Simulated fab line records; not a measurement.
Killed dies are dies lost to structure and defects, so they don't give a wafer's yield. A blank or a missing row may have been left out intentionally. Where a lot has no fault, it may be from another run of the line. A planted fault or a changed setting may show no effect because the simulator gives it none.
Split-lot trial :: flow n5 finfet :: 21 wafers read from 7 lots, route of 1938 steps

== THE SPLIT ITSELF ==
At N5_BEOL_M0_SAQP_COAT_81 (time 60 s, resist thk 100 nm), the setting spin rpm was moved away from the recipe's 1500 rpm on 5 of the 21 wafers read, by -4.6% to +8.1%. All remaining wafers had this setting at the recipe value.

== FROM THE SPLIT TO THE READING: what the file shows between them, 8 steps ==
- N5_BEOL_M0_SAQP_COAT_82: time 60 s, resist thk 30 nm
- N5_BEOL_M0_SAQP_COAT_08: resist thk 90 nm
- N5_BEOL_M0_SAQP_DESCUM_19: chemistry O2, time 7.9 s
- N5_BEOL_M0_SAQP_ETCH_83: etches SiARC in CF4, target depth 39 nm, time 65 s
- N5_BEOL_M0_SAQP_ETCH_84: etches SOC in N2/H2, target depth 100 nm, overetch 20 nm, time 150 s
- N5_BEOL_M0_SAQP_STRIP_80: strips in N2/H2
- N5_BEOL_M0_SAQP_HM_OPEN_112: chemistry CHF3/O2, target SiO2, stops on a-Si, target depth 12 nm, time 13.5 s
- N5_BEOL_M0_SAQP_STRIP_113: strips in CHF3/O2

== THE READING ==
SOC_of_BEOL_M0_SAQP_COAT_81.thk nm (the simulator's own value, which no gauge read), in nm, at N5_BEOL_M0_SAQP_MANDREL_ETCH_20 (etches a-Si in HBr/Cl2, stops on SiNx, target depth 60 nm, bt time 10 s, time 30 s). There is no usual value for it anywhere in the file. Here, 16 wafers ran the recipe; their average is 76.0 nm with a standard deviation of 0.38 nm.

wafer: L075.1
tool, chamber at the split: litho track-05, 0
spin rpm as run, rpm: 1500
against the recipe: recipe
SOC_of_BEOL_M0_SAQP_COAT_81.thk nm, nm: 76
against lot-mates on the recipe: -

wafer: L075.3
tool, chamber at the split: litho track-05, 0
spin rpm as run, rpm: 1431
against the recipe: -4.6%
SOC_of_BEOL_M0_SAQP_COAT_81.thk nm, nm: 78.6
against lot-mates on the recipe: +2.6

wafer: L075.6
tool, chamber at the split: litho track-05, 0
spin rpm as run, rpm: 1431
against the recipe: -4.6%
SOC_of_BEOL_M0_SAQP_COAT_81.thk nm, nm: 78.2
against lot-mates on the recipe: +2.2

wafer: L080.2
tool, chamber at the split: litho track-01, 0
spin rpm as run, rpm: 1500
against the recipe: recipe
SOC_of_BEOL_M0_SAQP_COAT_81.thk nm, nm: 75.8
against lot-mates on the recipe: -

wafer: L080.4
tool, chamber at the split: litho track-01, 0
spin rpm as run, rpm: 1500
against the recipe: recipe
SOC_of_BEOL_M0_SAQP_COAT_81.thk nm, nm: 77
against lot-mates on the recipe: -

wafer: L080.6
tool, chamber at the split: litho track-01, 0
spin rpm as run, rpm: 1437
against the recipe: -4.2%
SOC_of_BEOL_M0_SAQP_COAT_81.thk nm, nm: 79.2
against lot-mates on the recipe: +2.8

wafer: L082.2
tool, chamber at the split: litho track-05, 0
spin rpm as run, rpm: 1500
against the recipe: recipe
SOC_of_BEOL_M0_SAQP_COAT_81.thk nm, nm: 76.2
against lot-mates on the recipe: -

wafer: L082.4
tool, chamber at the split: litho track-05, 0
spin rpm as run, rpm: 1500
against the recipe: recipe
SOC_of_BEOL_M0_SAQP_COAT_81.thk nm, nm: 76
against lot-mates on the recipe: -

wafer: L082.6
tool, chamber at the split: litho track-05, 0
spin rpm as run, rpm: 1500
against the recipe: recipe
SOC_of_BEOL_M0_SAQP_COAT_81.thk nm, nm: 75.6
against lot-mates on the recipe: -

wafer: L091.3
tool, chamber at the split: litho track-05, 0
spin rpm as run, rpm: 1500
against the recipe: recipe
SOC_of_BEOL_M0_SAQP_COAT_81.thk nm, nm: 75.8
against lot-mates on the recipe: -

wafer: L091.4
tool, chamber at the split: litho track-05, 0
spin rpm as run, rpm: 1621
against the recipe: +8.1%
SOC_of_BEOL_M0_SAQP_COAT_81.thk nm, nm: 72.2
against lot-mates on the recipe: -4.0

wafer: L091.5
tool, chamber at the split: litho track-05, 0
spin rpm as run, rpm: 1500
against the recipe: recipe
SOC_of_BEOL_M0_SAQP_COAT_81.thk nm, nm: 76.6
against lot-mates on the recipe: -

wafer: L094.2
tool, chamber at the split: litho track-01, 0
spin rpm as run, rpm: 1500
against the recipe: recipe
SOC_of_BEOL_M0_SAQP_COAT_81.thk nm, nm: 75.8
against lot-mates on the recipe: -

wafer: L094.3
tool, chamber at the split: litho track-01, 0
spin rpm as run, rpm: 1500
against the recipe: recipe
SOC_of_BEOL_M0_SAQP_COAT_81.thk nm, nm: 76
against lot-mates on the recipe: -

wafer: L094.4
tool, chamber at the split: litho track-01, 0
spin rpm as run, rpm: 1500
against the recipe: recipe
SOC_of_BEOL_M0_SAQP_COAT_81.thk nm, nm: 76.2
against lot-mates on the recipe: -

wafer: L097.1
tool, chamber at the split: litho track-04, 0
spin rpm as run, rpm: 1500
against the recipe: recipe
SOC_of_BEOL_M0_SAQP_COAT_81.thk nm, nm: 76
against lot-mates on the recipe: -

wafer: L097.3
tool, chamber at the split: litho track-04, 0
spin rpm as run, rpm: 1609
against the recipe: +7.3%
SOC_of_BEOL_M0_SAQP_COAT_81.thk nm, nm: 72.6
against lot-mates on the recipe: -3.1

wafer: L097.6
tool, chamber at the split: litho track-04, 0
spin rpm as run, rpm: 1500
against the recipe: recipe
SOC_of_BEOL_M0_SAQP_COAT_81.thk nm, nm: 75.4
against lot-mates on the recipe: -

wafer: L096.1
tool, chamber at the split: litho track-04, 0
spin rpm as run, rpm: 1500
against the recipe: recipe
SOC_of_BEOL_M0_SAQP_COAT_81.thk nm, nm: 75.6
against lot-mates on the recipe: -

wafer: L096.2
tool, chamber at the split: litho track-04, 0
spin rpm as run, rpm: 1500
against the recipe: recipe
SOC_of_BEOL_M0_SAQP_COAT_81.thk nm, nm: 75.8
against lot-mates on the recipe: -

wafer: L096.3
tool, chamber at the split: litho track-04, 0
spin rpm as run, rpm: 1500
against the recipe: recipe
SOC_of_BEOL_M0_SAQP_COAT_81.thk nm, nm: 75.8
against lot-mates on the recipe: -

THE FIT
A straight line over all 21 wafers: SOC_of_BEOL_M0_SAQP_COAT_81.thk nm changes by -0.512 nm for each +1% of spin rpm; r = -0.96; the points scatter about the line by 0.44 nm.
The same after taking each lot's own level away (the mean of its wafers on the recipe; 21 wafers): -0.499 nm for each +1%; r = -0.98; scatter 0.35 nm.
That fit puts the effect of the largest move of spin rpm on the reading at 4 nm.
Across the lots, their own levels run from 75.70 to 76.40 nm, a range of 1.8 times the standard deviation given above.
So the lot-to-lot level changes the slope little: the two slopes agree.
Check: for one of the wafers moved furthest among these (+8.1%), held out of the fit, the line's prediction against its lot-mates is -3.93 nm. It came out at -4 nm against them.

== THE WHOLE CHAIN: every reading that the file lists as answering this split, in the file's order ==
step: N5_BEOL_M0_SAQP_COAT_81
what it does: time 60 s, resist thk 100 nm
reading: SOC_of_BEOL_M0_SAQP_COAT_81.thk nm (the simulator's own value, which no gauge read)
change (the file's fit): -0.479 nm for each +1% of the setting
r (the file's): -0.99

step: N5_BEOL_M0_SAQP_ETCH_84
what it does: etches SOC in N2/H2, target depth 100 nm, overetch 20 nm, time 150 s
reading: etch.depth nm (the simulator's own value, which no gauge read)
change (the file's fit): -0.481 nm for each +1% of the setting
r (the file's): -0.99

step: N5_BEOL_M0_SAQP_MANDREL_ETCH_20
what it does: etches a-Si in HBr/Cl2, stops on SiNx, target depth 60 nm, bt time 10 s, time 30 s
reading: SOC_of_BEOL_M0_SAQP_COAT_81.thk nm (the simulator's own value, which no gauge read)
change (the file's fit): -0.495 nm for each +1% of the setting
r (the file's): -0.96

== THE FILE'S OWN FIT ==
SOC_of_BEOL_M0_SAQP_COAT_81.thk nm changes by -0.495 nm for each +1% of spin rpm, r = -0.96.
